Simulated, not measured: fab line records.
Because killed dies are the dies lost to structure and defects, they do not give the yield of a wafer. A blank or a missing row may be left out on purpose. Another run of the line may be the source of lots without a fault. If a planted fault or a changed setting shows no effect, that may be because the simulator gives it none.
Lot-split experiment :: flow n5_finfet :: route with 1938 steps; 7 lots, 21 wafers read

ABOUT THE SPLIT
At N5_BEOL_M9_TRENCH_ETCH_37 (etches SiCOH lowk in C4F6/O2, target depth 151.43 nm, time 49 s), the setting bias_w was moved away from the recipe's 185 W on 3 of the 21 wafers read, by -16.5% to +11.9%. The other wafers ran this setting at the recipe's value.

Reading taken at the split's own step.

THE READING
rf_vpp_V, in V, at N5_BEOL_M9_TRENCH_ETCH_37 (etches SiCOH lowk in C4F6/O2, target depth 151.43 nm, time 49 s). Fault-free wafers of this fab line usually give 665 V, standard deviation 14 V.

wafer: L074.1
tool, chamber at the split: rie_diel-04, 2
bias_w as run, W: 185
against the recipe: recipe
rf_vpp_V, V: 668
against lot-mates on the recipe: -

wafer: L074.3
tool, chamber at the split: rie_diel-04, 0
bias_w as run, W: 185
against the recipe: recipe
rf_vpp_V, V: 677
against lot-mates on the recipe: -

wafer: L074.6
tool, chamber at the split: rie_diel-04, 0
bias_w as run, W: 185
against the recipe: recipe
rf_vpp_V, V: 677
against lot-mates on the recipe: -

wafer: L080.1
tool, chamber at the split: rie_diel-03, 3
bias_w as run, W: 207
against the recipe: +11.9%
rf_vpp_V, V: 753
against lot-mates on the recipe: +91

wafer: L080.2
tool, chamber at the split: rie_diel-03, 0
bias_w as run, W: 185
against the recipe: recipe
rf_vpp_V, V: 662
against lot-mates on the recipe: -

wafer: L080.6
tool, chamber at the split: rie_diel-03, 0
bias_w as run, W: 185
against the recipe: recipe
rf_vpp_V, V: 662
against lot-mates on the recipe: -

wafer: L087.2
tool, chamber at the split: rie_diel-05, 2
bias_w as run, W: 185
against the recipe: recipe
rf_vpp_V, V: 647
against lot-mates on the recipe: -

wafer: L087.4
tool, chamber at the split: rie_diel-05, 1
bias_w as run, W: 185
against the recipe: recipe
rf_vpp_V, V: 656
against lot-mates on the recipe: -

wafer: L087.5
tool, chamber at the split: rie_diel-05, 1
bias_w as run, W: 154.4
against the recipe: -16.5%
rf_vpp_V, V: 566
against lot-mates on the recipe: -86

wafer: L090.1
tool, chamber at the split: rie_diel-04, 2
bias_w as run, W: 185
against the recipe: recipe
rf_vpp_V, V: 679
against lot-mates on the recipe: -

wafer: L090.3
tool, chamber at the split: rie_diel-04, 0
bias_w as run, W: 185
against the recipe: recipe
rf_vpp_V, V: 679
against lot-mates on the recipe: -

wafer: L090.6
tool, chamber at the split: rie_diel-04, 1
bias_w as run, W: 185
against the recipe: recipe
rf_vpp_V, V: 646
against lot-mates on the recipe: -

wafer: L088.2
tool, chamber at the split: rie_diel-05, 2
bias_w as run, W: 185
against the recipe: recipe
rf_vpp_V, V: 647
against lot-mates on the recipe: -

wafer: L088.5
tool, chamber at the split: rie_diel-05, 1
bias_w as run, W: 185
against the recipe: recipe
rf_vpp_V, V: 654
against lot-mates on the recipe: -

wafer: L088.6
tool, chamber at the split: rie_diel-05, 2
bias_w as run, W: 185
against the recipe: recipe
rf_vpp_V, V: 646
against lot-mates on the recipe: -

wafer: L095.3
tool, chamber at the split: rie_diel-04, 0
bias_w as run, W: 185
against the recipe: recipe
rf_vpp_V, V: 678
against lot-mates on the recipe: -

wafer: L095.4
tool, chamber at the split: rie_diel-04, 2
bias_w as run, W: 185
against the recipe: recipe
rf_vpp_V, V: 680
against lot-mates on the recipe: -

wafer: L095.6
tool, chamber at the split: rie_diel-04, 1
bias_w as run, W: 185
against the recipe: recipe
rf_vpp_V, V: 645
against lot-mates on the recipe: -

wafer: L093.1
tool, chamber at the split: rie_diel-05, 0
bias_w as run, W: 185
against the recipe: recipe
rf_vpp_V, V: 673
against lot-mates on the recipe: -

wafer: L093.4
tool, chamber at the split: rie_diel-05, 3
bias_w as run, W: 185
against the recipe: recipe
rf_vpp_V, V: 675
against lot-mates on the recipe: -

wafer: L093.6
tool, chamber at the split: rie_diel-05, 1
bias_w as run, W: 174.9
against the recipe: -5.5%
rf_vpp_V, V: 627
against lot-mates on the recipe: -47

FIT RESULTS
A straight line over all 21 wafers: rf_vpp_V changes by +6.5 V for each +1% of bias_w; r = +0.92; the points scatter about the line by 13 V.
The same after taking each lot's own level away (the mean of its wafers on the recipe; 21 wafers): +6.21 V for each +1%; r = +0.94; scatter 11 V.
According to that fit, moving bias_w by its largest amount changes the reading by 1e+02 V.
The span of the lots' own levels, 649.0 to 674.0 V, comes to 1.8 times the standard deviation stated above.
Consequently the slope shifts little with the lot-to-lot level, the two slopes agreeing.
Check: -130 V against its lot-mates is what the line predicts for one of the wafers moved furthest among these (-16.5%) when that wafer is left out of the fit. It came out at -85.5 V against them.
Tool readings at the split's step, against how far the setting was moved: rf_vpp_V r = +0.92.

ADDITIONAL SPLITS CARRIED BY THESE WAFERS
These wafers also went through other splits before the reading. Each is held against what the fit with the lots' levels taken away leaves over:
other split on the same wafers: N5_BEOL_M7_DESCUM_33 time_s
wafers away from the commonest value: 6
r with rf_vpp_V (lot level and that fit taken away): +0.03

other split on the same wafers: N5_BEOL_M7_TRENCH_ETCH_37 bias_w
wafers away from the commonest value: 7
r with rf_vpp_V (lot level and that fit taken away): -0.04

other split on the same wafers: N5_BEOL_M8_EXPOSE_25 dose_mj
wafers away from the commonest value: 4
r with rf_vpp_V (lot level and that fit taken away): +0.14

FILE'S OWN FIT
rf_vpp_V changes by +6.16 V for each +1% of bias_w, r = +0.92.
